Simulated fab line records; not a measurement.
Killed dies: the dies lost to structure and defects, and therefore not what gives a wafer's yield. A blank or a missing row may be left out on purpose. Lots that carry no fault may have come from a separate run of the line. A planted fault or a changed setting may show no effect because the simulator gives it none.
Which tool did it?	flow n5_finfet	Sampling: 24 lots, 72 wafers, 6 of 1938 route steps

WHAT THE GAUGES SHOWED, per wafer
N5_BEOL_M11_THK_MEAS_01.
lot	measured	on	M11_ILD_THK (nm)
L074	day 9 18:49	film_metro-01	265 264 269
L075	day 10 13:11	film_metro-02	270 267 278
L076	day 10 15:43	film_metro-02	264 264 270
L077	day 10 15:56	film_metro-01	269 272 270
L078	day 10 16:51	film_metro-02	260 264 268
L079	day 11 06:34	film_metro-02	261 260 266
L080	day 11 17:13	film_metro-02	267 268 271
L082	day 11 17:32	film_metro-01	271 272 274
L081	day 12 01:11	film_metro-01	265 262 270
L083	day 12 04:53	film_metro-01	260 261 270
L085	day 12 18:18	film_metro-01	267 275 272
L084	day 12 19:38	film_metro-02	267 264 269
L087	day 13 08:28	film_metro-01	268 270 272
L086	day 13 13:40	film_metro-02	268 269 269
L089	day 13 14:46	film_metro-02	272 269 275
L090	day 13 15:22	film_metro-01	271 263 270
L088	day 13 20:36	film_metro-02	268 271 274
L091	day 14 11:15	film_metro-01	266 263 270
L092	day 14 15:59	film_metro-02	265 269 270
L094	day 14 19:38	film_metro-01	263 269 264
L093	day 14 22:44	film_metro-01	271 275 277
L095	day 15 04:10	film_metro-01	267 270 270
L096	day 15 08:18	film_metro-02	269 267 273
L097	day 16 06:18	film_metro-01	261 263 267

TOOL THAT RAN EACH LOT (tool first, then ch and the chambers of the sampled wafers, then the start)
lot	N5_BEOL_M10_HM_DEP_02	N5_BEOL_M10_STRIP_36	N5_BEOL_M10_STRIP_77	N5_BEOL_M10_SPUTTER_48	N5_BEOL_M10_ANNEAL_51
L074	pvd_sputter-01, day 9 12:41	rie_diel-05 ch 1,2,3, day 9 15:17	rie_diel-05 ch 1,2,3, day 9 16:58 or earlier	pvd_sputter-01, day 9 16:58	rtp_anneal-01 ch 0, day 9 17:29
L075	pvd_sputter-01, day 10 06:35	rie_diel-05 ch 0,2, day 10 09:25	rie_diel-05 ch 0,2, day 10 11:13 or earlier	pvd_sputter-03, day 10 11:13	rtp_anneal-01 ch 0, day 10 11:50
L076	pvd_sputter-03, day 10 08:29	rie_diel-01 ch 0,1,3, day 10 11:08	rie_diel-01 ch 0,1,3, day 10 13:19 or earlier	pvd_sputter-02, day 10 13:19	rtp_anneal-01 ch 0, day 10 13:41
L077	pvd_sputter-02, day 10 09:54	rie_diel-04 ch 2,3, day 10 11:45	rie_diel-04 ch 2,3, day 10 13:42 or earlier	pvd_sputter-02, day 10 13:42	rtp_anneal-02 ch 0, day 10 13:58
L078	pvd_sputter-02, day 10 10:54	rie_diel-04 ch 2,3, day 10 12:42	rie_diel-04 ch 2,3, day 10 14:29 or earlier	pvd_sputter-02, day 10 14:29	rtp_anneal-01 ch 0, day 10 15:00
L079	pvd_sputter-03, day 10 23:34	rie_diel-05 ch 0,3, day 11 02:14	rie_diel-05 ch 0,3, day 11 04:56 or earlier	pvd_sputter-01, day 11 04:56	rtp_anneal-02 ch 0, day 11 05:10
L080	pvd_sputter-02, day 11 08:41	rie_diel-04 ch 1,3, day 11 13:23	rie_diel-04 ch 1,3, day 11 15:35 or earlier	pvd_sputter-01, day 11 15:35	rtp_anneal-01 ch 0, day 11 15:50
L082	pvd_sputter-03, day 11 10:52	rie_diel-05 ch 1,2,3, day 11 13:17	rie_diel-05 ch 1,2,3, day 11 15:40 or earlier	pvd_sputter-01, day 11 15:40	rtp_anneal-02 ch 0, day 11 15:56
L081	pvd_sputter-03, day 11 17:32	rie_diel-05 ch 0,1,2, day 11 20:22	rie_diel-05 ch 0,1,2, day 11 22:13 or earlier	pvd_sputter-02, day 11 22:13	rtp_anneal-02 ch 0, day 11 23:37
L083	pvd_sputter-03, day 11 20:43	rie_diel-01 ch 2,3, day 11 22:32	rie_diel-01 ch 2,3, day 12 03:10 or earlier	pvd_sputter-01, day 12 03:10	rtp_anneal-02 ch 0, day 12 03:31
L085	pvd_sputter-01, day 12 11:26	rie_diel-01 ch 0,2,3, day 12 13:14	rie_diel-01 ch 0,2,3, day 12 16:19 or earlier	pvd_sputter-01, day 12 16:19	rtp_anneal-01 ch 0, day 12 16:39
L084	pvd_sputter-01, day 12 13:25	rie_diel-05 ch 0,1,3, day 12 15:56	rie_diel-05 ch 0,1,3, day 12 17:17 or earlier	pvd_sputter-02, day 12 17:17	rtp_anneal-02 ch 0, day 12 18:18
L087	pvd_sputter-03, day 13 02:23	rie_diel-04 ch 0,1, day 13 04:40	rie_diel-04 ch 0,1, day 13 06:14 or earlier	pvd_sputter-01, day 13 06:14	rtp_anneal-02 ch 0, day 13 06:33
L086	pvd_sputter-01, day 13 06:02	rie_diel-04 ch 0,3, day 13 08:42	rie_diel-04 ch 0,3, day 13 12:03 or earlier	pvd_sputter-03, day 13 12:03	rtp_anneal-02 ch 0, day 13 12:25
L089	pvd_sputter-01, day 13 08:47	rie_diel-05 ch 0,1,2, day 13 10:41	rie_diel-05 ch 0,1,2, day 13 13:08 or earlier	pvd_sputter-01, day 13 13:08	rtp_anneal-02 ch 0, day 13 13:22
L090	pvd_sputter-03, day 13 09:05	rie_diel-01 ch 0,2,3, day 13 12:08	rie_diel-01 ch 0,2,3, day 13 13:46 or earlier	pvd_sputter-03, day 13 13:46	rtp_anneal-02 ch 0, day 13 14:02
L088	pvd_sputter-01, day 13 13:02	rie_diel-05 ch 0,1,2, day 13 16:54	rie_diel-05 ch 0,1,2, day 13 18:32 or earlier	pvd_sputter-03, day 13 18:32	rtp_anneal-01 ch 0, day 13 19:12
L091	pvd_sputter-03, day 14 02:35	rie_diel-05 ch 0,1,2, day 14 05:12	rie_diel-05 ch 0,1,2, day 14 09:10 or earlier	pvd_sputter-01, day 14 09:10	rtp_anneal-01 ch 0, day 14 09:23
L092	pvd_sputter-01, day 14 09:49	rie_diel-01 ch 0,3, day 14 11:43	rie_diel-01 ch 0,3, day 14 13:47 or earlier	pvd_sputter-01, day 14 13:47	rtp_anneal-01 ch 0, day 14 14:29
L094	pvd_sputter-01, day 14 13:16	rie_diel-01 ch 0,1, day 14 15:59	rie_diel-01 ch 0,1, day 14 17:44 or earlier	pvd_sputter-01, day 14 17:44	rtp_anneal-01 ch 0, day 14 17:58
L093	pvd_sputter-01, day 14 16:15	rie_diel-04 ch 1,2, day 14 19:10	rie_diel-04 ch 1,2, day 14 20:42 or earlier	pvd_sputter-02, day 14 20:42	rtp_anneal-02 ch 0, day 14 21:24
L095	pvd_sputter-03, day 14 19:43	rie_diel-04 ch 0,2, day 14 23:04	rie_diel-04 ch 0,2, day 15 02:34 or earlier	pvd_sputter-03, day 15 02:34	rtp_anneal-01 ch 0, day 15 02:50
L096	pvd_sputter-03, day 15 02:22	rie_diel-01 ch 0,1,3, day 15 04:10	rie_diel-01 ch 0,1,3, day 15 06:41 or earlier	pvd_sputter-02, day 15 06:41	rtp_anneal-01 ch 0, day 15 06:55
L097	pvd_sputter-01, day 16 00:31	rie_diel-01 ch 0,3, day 16 02:40	rie_diel-01 ch 0,3, day 16 04:40 or earlier	pvd_sputter-03, day 16 04:40	rtp_anneal-02 ch 0, day 16 04:58
- N5_BEOL_M10_HM_DEP_02: deposits TiN, target thk 20 nm.
- N5_BEOL_M10_STRIP_36: strips in N2/H2.
- N5_BEOL_M10_STRIP_77: strips in N2/H2, time 10 s.
- N5_BEOL_M10_SPUTTER_48: material Cu, target thk 12 nm, time 2 s.
- N5_BEOL_M10_ANNEAL_51: time 90 s.

AS READ BY THE TOOLS THEMSELVES (means over the sampled wafers that have a number; for cases with no such wafer, the mark the record gives instead)
N5_BEOL_M10_HM_DEP_02.
lot	tool	throttle_valve_pct (%)
L074	pvd_sputter-01	29.4
L075	pvd_sputter-01	28.2
L076	pvd_sputter-03	30.4
L077	pvd_sputter-02	29.8
L078	pvd_sputter-02	29.8
L079	pvd_sputter-03	29.9
L080	pvd_sputter-02	29.9
L082	pvd_sputter-03	29.7
L081	pvd_sputter-03	30.2
L083	pvd_sputter-03	31.1
L085	pvd_sputter-01	26.9
L084	pvd_sputter-01	29.0
L087	pvd_sputter-03	30.4
L086	pvd_sputter-01	28.0
L089	pvd_sputter-01	29.2
L090	pvd_sputter-03	30.3
L088	pvd_sputter-01	28.5
L091	pvd_sputter-03	29.9
L092	pvd_sputter-01	29.0
L094	pvd_sputter-01	29.0
L093	pvd_sputter-01	30.1
L095	pvd_sputter-03	30.1
L096	pvd_sputter-03	31.0
L097	pvd_sputter-01	28.1

N5_BEOL_M10_STRIP_36.
lot	tool	bias_power_w (W)	drypump_motor_current_A (A)	oes_product_au (a.u.)	rf_vpp_V (V)	showerhead_plenum_p_Torr (Torr)	throttle_valve_pct (%)
L074	rie_diel-05	6.987	6.2	0.83	58.5	2.60	23.4
L075	rie_diel-05	7.009	6.3	0.77	61.1	2.50	23.4
L076	rie_diel-01	7.032	5.7	0.80	59.5	2.51	23.9
L077	rie_diel-04	6.981	5.7	0.83	58.7	2.61	23.2
L078	rie_diel-04	6.978	5.7	0.83	58.6	2.60	23.2
L079	rie_diel-05	6.991	5.6	0.78	58.1	2.51	23.3
L080	rie_diel-04	7.011	5.7	0.73	58.4	2.56	23.8
L082	rie_diel-05	6.998	6.2	0.80	58.8	2.59	23.4
L081	rie_diel-05	7.008	6.2	0.81	59.6	2.52	23.3
L083	rie_diel-01	7.019	5.6	0.70	59.0	2.43	23.5
L085	rie_diel-01	6.997	5.7	0.73	58.4	2.48	23.7
L084	rie_diel-05	6.986	5.8	0.82	56.9	2.56	23.3
L087	rie_diel-04	7.021	6.0	0.80	59.0	2.59	23.7
L086	rie_diel-04	7.007	6.3	0.86	59.6	2.67	23.2
L089	rie_diel-05	7.003	6.2	0.81	57.4	2.51	23.3
L090	rie_diel-01	6.991	5.7	0.83	59.9	2.59	23.6
L088	rie_diel-05	6.997	6.2	0.80	59.1	2.51	23.3
L091	rie_diel-05	6.996	6.2	0.79	58.9	2.51	23.3
L092	rie_diel-01	7.012	5.3	0.87	60.4	2.61	23.7
L094	rie_diel-01	6.961	6.2	0.81	59.3	2.55	24.2
L093	rie_diel-04	6.995	5.7	0.79	60.1	2.56	23.5
L095	rie_diel-04	7.005	6.3	0.88	58.4	2.66	23.2
L096	rie_diel-01	7.003	5.8	0.85	58.7	2.60	23.8
L097	rie_diel-01	7.003	5.4	0.83	58.3	2.60	23.7

N5_BEOL_M10_STRIP_77.
lot	tool	bias_power_w (W)	drypump_motor_current_A (A)	oes_product_au (a.u.)	rf_vpp_V (V)	showerhead_plenum_p_Torr (Torr)	throttle_valve_pct (%)
L074	rie_diel-05	7.002	6.2	0.82	59.5	2.60	23.4
L075	rie_diel-05	6.988	6.3	0.77	58.8	2.50	23.4
L076	rie_diel-01	6.994	5.7	0.81	59.8	2.51	23.8
L077	rie_diel-04	7.001	5.7	0.84	60.1	2.60	23.2
L078	rie_diel-04	7.009	5.7	0.84	59.7	2.60	23.2
L079	rie_diel-05	6.999	5.6	0.78	59.5	2.51	23.3
L080	rie_diel-04	7.027	5.7	0.73	59.6	2.56	23.8
L082	rie_diel-05	7.000	6.2	0.80	59.0	2.59	23.4
L081	rie_diel-05	6.996	6.1	0.82	58.9	2.52	23.3
L083	rie_diel-01	6.989	5.6	0.69	59.3	2.43	23.5
L085	rie_diel-01	7.008	5.7	0.74	60.1	2.48	23.7
L084	rie_diel-05	6.993	5.8	0.81	58.4	2.56	23.3
L087	rie_diel-04	7.001	6.0	0.81	58.6	2.59	23.7
L086	rie_diel-04	6.977	6.4	0.86	59.7	2.67	23.2
L089	rie_diel-05	7.013	6.2	0.81	58.6	2.52	23.3
L090	rie_diel-01	7.012	5.7	0.83	59.6	2.59	23.6
L088	rie_diel-05	6.997	6.2	0.80	58.8	2.52	23.3
L091	rie_diel-05	6.975	6.2	0.79	60.0	2.51	23.3
L092	rie_diel-01	6.987	5.4	0.87	60.0	2.61	23.7
L094	rie_diel-01	6.991	6.2	0.80	59.8	2.55	24.2
L093	rie_diel-04	6.983	5.8	0.79	59.0	2.56	23.5
L095	rie_diel-04	6.994	6.3	0.89	59.5	2.66	23.2
L096	rie_diel-01	6.996	5.7	0.85	59.5	2.60	23.8
L097	rie_diel-01	7.027	5.4	0.84	59.3	2.60	23.7

N5_BEOL_M10_SPUTTER_48.
lot	tool	throttle_valve_pct (%)
L074	pvd_sputter-01	30.1
L075	pvd_sputter-03	30.3
L076	pvd_sputter-02	29.5
L077	pvd_sputter-02	30.4
L078	pvd_sputter-02	30.7
L079	pvd_sputter-01	28.2
L080	pvd_sputter-01	28.8
L082	pvd_sputter-01	29.0
L081	pvd_sputter-02	29.8
L083	pvd_sputter-01	27.2
L085	pvd_sputter-01	30.3
L084	pvd_sputter-02	30.3
L087	pvd_sputter-01	28.1
L086	pvd_sputter-03	30.7
L089	pvd_sputter-01	28.3
L090	pvd_sputter-03	30.5
L088	pvd_sputter-03	30.8
L091	pvd_sputter-01	29.0
L092	pvd_sputter-01	30.0
L094	pvd_sputter-01	28.2
L093	pvd_sputter-02	30.4
L095	pvd_sputter-03	29.9
L096	pvd_sputter-02	29.8
L097	pvd_sputter-03	30.8

N5_BEOL_M10_ANNEAL_51.
lot	tool	wafer_temp_C_max
L074	rtp_anneal-01	225.67
L075	rtp_anneal-01	225.65
L076	rtp_anneal-01	225.48
L077	rtp_anneal-02	226.23
L078	rtp_anneal-01	225.60
L079	rtp_anneal-02	225.73
L080	rtp_anneal-01	225.33
L082	rtp_anneal-02	225.72
L081	rtp_anneal-02	225.89
L083	rtp_anneal-02	225.81
L085	rtp_anneal-01	225.88
L084	rtp_anneal-02	225.85
L087	rtp_anneal-02	226.10
L086	rtp_anneal-02	226.15
L089	rtp_anneal-02	225.73
L090	rtp_anneal-02	226.07
L088	rtp_anneal-01	225.70
L091	rtp_anneal-01	225.58
L092	rtp_anneal-01	225.56
L094	rtp_anneal-01	225.72
L093	rtp_anneal-02	226.16
L095	rtp_anneal-01	225.91
L096	rtp_anneal-01	225.47
L097	rtp_anneal-02	225.98

THE ANSWER, worked out from the rows above alone
Rule: usual is defined by the lots themselves. The widest of any qualifying gaps counts: lots, ordered by their means at a reading, are off when they make up no more than a third of the lots, leave a main group of 4 or more, and stand apart from it by 3 or more times the standard deviation of that group's means. A main group is skipped when, at the precision printed for the reading in the tables above, its means are all equal. A lot without any number at a reading at which 4 lots or more have one is off too. Any other lot the step has rows for is counted as sound. The gauges are gone through in route order, then the tools' own readings, and for those a lot's mean is taken as printed above. At the first step where some lot is off, the reading lying furthest off is the one used; lots without a number count as furthest.
None of the lots is off at any reading shown; this tells nothing.

WHAT HAD BEEN PUT IN BY THE SIMULATOR
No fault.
